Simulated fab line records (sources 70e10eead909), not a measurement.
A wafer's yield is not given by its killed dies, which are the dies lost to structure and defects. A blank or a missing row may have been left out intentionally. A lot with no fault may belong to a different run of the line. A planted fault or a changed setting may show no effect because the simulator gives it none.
Matching of chambers || flow nand_harc || NHARC_P_M0_CMP_23 on cmp-02 has 4 sister chambers
The step polishes, t overpolish 20 s, target thk 117.54 nm. 14 wafers are shown with their chamber, then 6 later ones without.

## EACH WAFER AND ITS CHAMBER
{"wafer": "L224.2", "chamber": 3, "motor_current_A (A)": 11.8, "time_to_endpoint_s (s)": 27, "slurry_filter_dp_kPa (kPa)": 13.58}
{"wafer": "L224.3", "chamber": 2, "motor_current_A (A)": 10.1, "time_to_endpoint_s (s)": 33, "slurry_filter_dp_kPa (kPa)": 13.38}
{"wafer": "L224.6", "chamber": 0, "motor_current_A (A)": 10.2, "time_to_endpoint_s (s)": 26, "slurry_filter_dp_kPa (kPa)": 13.63}
{"wafer": "L225.2", "chamber": 1, "motor_current_A (A)": 13.0, "time_to_endpoint_s (s)": 34, "slurry_filter_dp_kPa (kPa)": 13.40}
{"wafer": "L225.5", "chamber": 1, "motor_current_A (A)": 13.4, "time_to_endpoint_s (s)": 36, "slurry_filter_dp_kPa (kPa)": 13.51}
{"wafer": "L225.6", "chamber": 0, "motor_current_A (A)": 10.8, "time_to_endpoint_s (s)": 28, "slurry_filter_dp_kPa (kPa)": 13.43}
{"wafer": "L227.1", "chamber": 1, "motor_current_A (A)": 12.3, "time_to_endpoint_s (s)": 31, "slurry_filter_dp_kPa (kPa)": 13.39}
{"wafer": "L227.3", "chamber": 0, "motor_current_A (A)": 10.3, "time_to_endpoint_s (s)": 27, "slurry_filter_dp_kPa (kPa)": 13.40}
{"wafer": "L227.4", "chamber": 2, "motor_current_A (A)": 10.4, "time_to_endpoint_s (s)": 32, "slurry_filter_dp_kPa (kPa)": 13.52}
{"wafer": "L228.2", "chamber": 2, "motor_current_A (A)": 10.4, "time_to_endpoint_s (s)": 32, "slurry_filter_dp_kPa (kPa)": 13.48}
{"wafer": "L228.3", "chamber": 3, "motor_current_A (A)": 11.5, "time_to_endpoint_s (s)": 25, "slurry_filter_dp_kPa (kPa)": 13.43}
{"wafer": "L228.6", "chamber": 0, "motor_current_A (A)": 10.4, "time_to_endpoint_s (s)": 27, "slurry_filter_dp_kPa (kPa)": 13.36}
{"wafer": "L230.4", "chamber": 2, "motor_current_A (A)": 10.4, "time_to_endpoint_s (s)": 35, "slurry_filter_dp_kPa (kPa)": 13.49}
{"wafer": "L230.5", "chamber": 0, "motor_current_A (A)": 10.4, "time_to_endpoint_s (s)": 30, "slurry_filter_dp_kPa (kPa)": 13.55}

SIGNATURES (means of the wafers above)
{"reading": "motor_current_A", "chamber 0": 10.420, "chamber 1": 12.900, "chamber 2": 10.325, "chamber 3": 11.650, "scatter within a chamber": 0.307}
{"reading": "time_to_endpoint_s", "chamber 0": 27.60, "chamber 1": 33.67, "chamber 2": 33.00, "chamber 3": 26.00, "scatter within a chamber": 1.73}
{"reading": "slurry_filter_dp_kPa", "chamber 0": 13.4740, "chamber 1": 13.4333, "chamber 2": 13.4675, "chamber 3": 13.5050, "scatter within a chamber": 0.0904}
Rule: for a wafer and a chamber, the distance is found by dividing, reading by reading, the gap between the wafer's reading and the chamber's mean by the reading's scatter, squaring, summing and taking the root. If the next closest chamber is less than 2 further off than the closest, the wafer can't be placed; otherwise it belongs to the closest. The scatter: take each reading less its chamber's mean, square it, sum over the shown wafers, divide by the number of wafers less the number of chambers, and take the root.

## WAFERS MISSING THEIR CHAMBER
{"wafer": "L230.6", "motor_current_A (A)": 13.7, "time_to_endpoint_s (s)": 32, "slurry_filter_dp_kPa (kPa)": 13.68}
{"wafer": "L234.1", "motor_current_A (A)": 11.8, "time_to_endpoint_s (s)": 28, "slurry_filter_dp_kPa (kPa)": 13.46}
{"wafer": "L234.6", "motor_current_A (A)": 11.8, "time_to_endpoint_s (s)": 26, "slurry_filter_dp_kPa (kPa)": 13.47}
{"wafer": "L244.4", "motor_current_A (A)": 10.2, "time_to_endpoint_s (s)": 28, "slurry_filter_dp_kPa (kPa)": 13.73}
{"wafer": "L244.5", "motor_current_A (A)": 10.4, "time_to_endpoint_s (s)": 28, "slurry_filter_dp_kPa (kPa)": 13.58}
{"wafer": "L244.6", "motor_current_A (A)": 12.9, "time_to_endpoint_s (s)": 33, "slurry_filter_dp_kPa (kPa)": 13.51}

## THE CHAMBER EACH PASSED THROUGH
{"wafer": "L230.6", "from the rows above": 1, "in truth": 1}
{"wafer": "L234.1", "from the rows above": 3, "in truth": 3}
{"wafer": "L234.6", "from the rows above": 3, "in truth": 3}
{"wafer": "L244.4", "from the rows above": "can't be placed: 0 or 2", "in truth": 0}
{"wafer": "L244.5", "from the rows above": "can't be placed: 0 or 2", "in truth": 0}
{"wafer": "L244.6", "from the rows above": 1, "in truth": 1}
Placed correctly: 4 of 6. Unplaceable from these rows: 2, with the true chamber sitting among the candidates in 2. Placed wrongly: 0.
